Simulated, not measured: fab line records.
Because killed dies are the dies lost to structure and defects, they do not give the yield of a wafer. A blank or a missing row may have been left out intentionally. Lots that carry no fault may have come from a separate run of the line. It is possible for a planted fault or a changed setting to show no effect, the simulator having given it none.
Chamber matching || flow nandHarc || NHARC_A_STAIRCASE_TRIM_196 on rieDiel-12: 4 sister chambers
The step chemistry O2, time 211.2 s. 4 wafers are shown with their chamber, then 11 later ones without.

== WAFERS, EACH WITH ITS CHAMBER ==
{"wafer": "L085.6", "chamber": 3, "drypumpMotorCurrentA (A)": 5.7}
{"wafer": "L089.1", "chamber": 2, "drypumpMotorCurrentA (A)": 5.3}
{"wafer": "L089.2", "chamber": 0, "drypumpMotorCurrentA (A)": 6.3}
{"wafer": "L090.2", "chamber": 1, "drypumpMotorCurrentA (A)": 5.8}

== WAFERS MISSING THEIR CHAMBER ==
{"wafer": "L090.3", "drypumpMotorCurrentA (A)": 6.3}
{"wafer": "L090.5", "drypumpMotorCurrentA (A)": 6.3}
{"wafer": "L088.1", "drypumpMotorCurrentA (A)": 5.8}
{"wafer": "L088.4", "drypumpMotorCurrentA (A)": 5.4}
{"wafer": "L088.6", "drypumpMotorCurrentA (A)": 6.3}
{"wafer": "L095.1", "drypumpMotorCurrentA (A)": 5.8}
{"wafer": "L095.3", "drypumpMotorCurrentA (A)": 5.6}
{"wafer": "L095.6", "drypumpMotorCurrentA (A)": 5.3}
{"wafer": "L096.2", "drypumpMotorCurrentA (A)": 6.3}
{"wafer": "L096.5", "drypumpMotorCurrentA (A)": 5.3}
{"wafer": "L096.6", "drypumpMotorCurrentA (A)": 5.6}

== CHAMBER TAKEN BY EACH ==
{"wafer": "L090.3", "from the rows above": 0, "in truth": 0}
{"wafer": "L090.5", "from the rows above": 0, "in truth": 0}
{"wafer": "L088.1", "from the rows above": "can't be placed: 1 or 3", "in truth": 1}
{"wafer": "L088.4", "from the rows above": 2, "in truth": 2}
{"wafer": "L088.6", "from the rows above": 0, "in truth": 0}
{"wafer": "L095.1", "from the rows above": "can't be placed: 1 or 3", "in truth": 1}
{"wafer": "L095.3", "from the rows above": "can't be placed: 3 or 1", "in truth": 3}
{"wafer": "L095.6", "from the rows above": 2, "in truth": 2}
{"wafer": "L096.2", "from the rows above": 0, "in truth": 0}
{"wafer": "L096.5", "from the rows above": 2, "in truth": 2}
{"wafer": "L096.6", "from the rows above": "can't be placed: 3 or 1", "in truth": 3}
Correct placement for 7 of the 11. Cannot be placed on the basis of these rows: 4; the candidates contain the true chamber in 4. Placed wrongly: 0.
How it was worked out, from the rows above alone: a wafer's distance from a chamber is the root of the sum, over the readings, of the square of ((its reading less the chamber's mean) divided by the reading's scatter). The wafer belongs to the nearest chamber; if the next one is less than 2 further off, it can't be placed. Each chamber's mean is taken over the wafers shown for it. The scatter: root of mean squared gap, hidden wafer to nearest shown wafer, with one shown wafer a chamber.
